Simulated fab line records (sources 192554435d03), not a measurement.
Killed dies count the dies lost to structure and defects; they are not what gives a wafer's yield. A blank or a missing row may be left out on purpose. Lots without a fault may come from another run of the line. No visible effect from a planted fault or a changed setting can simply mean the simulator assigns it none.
Chamber matching -- flow n5-finfet -- cvd-co-02 running N5_BEOL_M1_PRE_CLEAN_60: 3 sister chambers
The step time 15 s. 6 wafers are shown with their chamber, then 12 later ones without.

== WAFERS WITH THEIR CHAMBER ==
wafer,chamber,heater-power-w (W)
L088.1,0,82
L089.2,1,86
L089.6,2,112
L090.1,2,111
L090.2,0,83
L090.3,1,85

== WAFERS MISSING THEIR CHAMBER ==
wafer,heater-power-w (W)
L090.4,112
L090.5,82
L090.6,86
L093.3,109
L093.5,112
L093.6,82
L096.1,82
L096.2,87
L096.4,78
L097.2,111
L097.4,112
L097.5,86

== CHAMBER TAKEN BY EACH ==
wafer,from the rows above,in truth
L090.4,2,2
L090.5,0,0
L090.6,1,1
L093.3,2,2
L093.5,2,2
L093.6,0,0
L096.1,0,0
L096.2,1,1
L096.4,0,0
L097.2,2,2
L097.4,2,2
L097.5,1,1
Correct placement for 12 of the 12. From these rows, 0 cannot be placed. Placed wrongly: 0.
How it was worked out, from the rows above alone: a wafer's distance from a chamber is the root of the sum, over the readings, of the square of ((its reading less the chamber's mean) divided by the reading's scatter). The wafer belongs to the nearest chamber; if the next one is less than 2 further off, it can't be placed. Each chamber's mean is taken over the wafers shown for it. How the scatter is found: for the shown wafers, subtract from each reading the mean of its chamber, square and add these, divide the total by (wafers less chambers), then take the root.
